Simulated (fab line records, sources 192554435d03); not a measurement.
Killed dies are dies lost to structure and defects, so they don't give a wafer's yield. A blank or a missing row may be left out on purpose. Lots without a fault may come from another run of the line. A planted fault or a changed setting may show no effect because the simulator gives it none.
One fault seen from 3 desks | flow n5_finfet | each desk has only its own numbers; what lay behind them comes last

THE DEFECT DESK
What the inspections along the route counted, lot by lot: means of the sampled wafers that have a number. A lot is out of limits, marked OUT, if its mean lies more than 4 standard deviations from the usual mean; the brackets give that distance.
Columns: A = raw_defect_count at N5_BEOL_M1_INSPECT_59, usual 71
lot  | first seen here | A
L862 | day 6 08:15     | 87
L863 | day 7 00:01     | 66
L865 | day 7 01:58     | 63
L864 | day 7 13:29     | 55
L866 | day 7 15:31     | 86
L869 | day 8 23:12     | 67
L877 | day 10 09:39    | 62
L878 | day 10 20:49    | 57
L880 | day 11 05:54    | 58
L885 | day 12 09:59    | 81
This desk's finding: nothing out of limits on any of the 10 lots.

THE METROLOGY DESK
What the gauges read, lot by lot, whatever tool the lot ran on: means of the sampled wafers that have a number. A lot is out of limits, marked OUT, if its mean lies more than 4 standard deviations from the usual mean; the brackets give that distance. Of its 10 readings 7 are shown: those that lie furthest out on some lot.
Columns: A = DIBL_N at N5_BEOL_M4_RC_MEAS_101, usual 36.3 mV/V; B = DIBL_P at N5_BEOL_M4_RC_MEAS_101, usual 36.7 mV/V; C = IOFF_N at N5_BEOL_M4_RC_MEAS_101, usual 0.164 nA/um; D = IOFF_P at N5_BEOL_M4_RC_MEAS_101, usual 0.214 nA/um; E = ION_N at N5_BEOL_M4_RC_MEAS_101, usual 673 uA/um; F = ION_P at N5_BEOL_M4_RC_MEAS_101, usual 461 uA/um; G = VT_P at N5_BEOL_M4_RC_MEAS_101, usual -250.0 mV
lot  | first seen here | A    | B    | C     | D     | E   | F   | G
L862 | day 7 14:05     | 36.1 | 35.3 | 0.157 | 0.188 | 661 | 453 | -252.7
L863 | day 8 04:02     | 36.7 | 35.1 | 0.160 | 0.213 | 668 | 462 | -249.3
L865 | day 8 06:36     | 35.7 | 36.3 | 0.158 | 0.190 | 675 | 458 | -251.6
L866 | day 8 20:59     | 36.3 | 36.5 | 0.155 | 0.192 | 664 | 452 | -251.3
L864 | day 9 02:45     | 34.9 | 36.1 | 0.142 | 0.183 | 666 | 455 | -254.1
L869 | day 10 09:23    | 35.5 | 36.5 | 0.158 | 0.214 | 670 | 460 | -248.8
L877 | day 11 19:55    | 35.8 | 36.5 | 0.147 | 0.212 | 670 | 466 | -247.1
L878 | day 12 05:11    | 35.1 | 35.0 | 0.143 | 0.205 | 670 | 462 | -249.4
L880 | day 12 16:58    | 33.6 | 35.2 | 0.132 | 0.180 | 662 | 456 | -252.0
L885 | day 13 19:11    | 37.0 | 38.8 | 0.173 | 0.229 | 678 | 466 | -250.6
This desk's finding: nothing out of limits on any of the 10 lots.

THE TOOL OWNER'S DESK: pecvd-04
The tool's own readings at N5_BEOL_M2_PECVD_72 (deposits SiO2 from TEOS/O2, target thk 16 nm, time 18 s): means of the sampled wafers that have a number, for each lot that ran on this tool. A lot is out of limits, marked OUT, if its mean lies more than 4 standard deviations from the usual mean; the brackets give that distance.
Columns: A = heater_power_w at N5_BEOL_M2_PECVD_72, usual 649 W; B = showerhead_plenum_p_Torr at N5_BEOL_M2_PECVD_72, usual 8.77 Torr; C = susceptor_temp_C at N5_BEOL_M2_PECVD_72, usual 400.04 C; D = throttle_valve_pct at N5_BEOL_M2_PECVD_72, usual 22.4 %
lot  | first seen here | A   | B    | C                | D
L869 | day 8 23:20     | 677 | 8.76 | 399.91           | 23.2
L877 | day 10 09:47    | 658 | 8.74 | 400.07           | 23.0
L878 | day 10 20:58    | 747 | 8.76 | 414.12 (+61) OUT | 22.1
L880 | day 11 06:02    | 716 | 8.78 | 414.36 (+62) OUT | 20.8
This desk's finding: out of limits on L878, L880; first on L878, day 10 20:58 (susceptor_temp_C at N5_BEOL_M2_PECVD_72). In limits: L869, L877.

PUT TOGETHER
The tool owner's desk could have raised an alarm at day 10 20:58, on L878, L880.
The defect desk saw nothing out of limits.
The metrology desk saw nothing out of limits.
The defect desk has L878, L880 on record, within its limits.
The metrology desk has L878, L880 on record, within its limits.
Of the lots named, all ran N5_BEOL_M2_PECVD_72 on pecvd-04.

WHAT THE SIMULATOR HAD PUT IN
Process parameter drift: pecvd-04, from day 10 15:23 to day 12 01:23, at N5_BEOL_M2_PECVD_72. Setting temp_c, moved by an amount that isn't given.
Lots struck among those shown: L878, L880.
Hours from the fault's start to each desk's first reading out of limits: the tool owner's desk, 6.
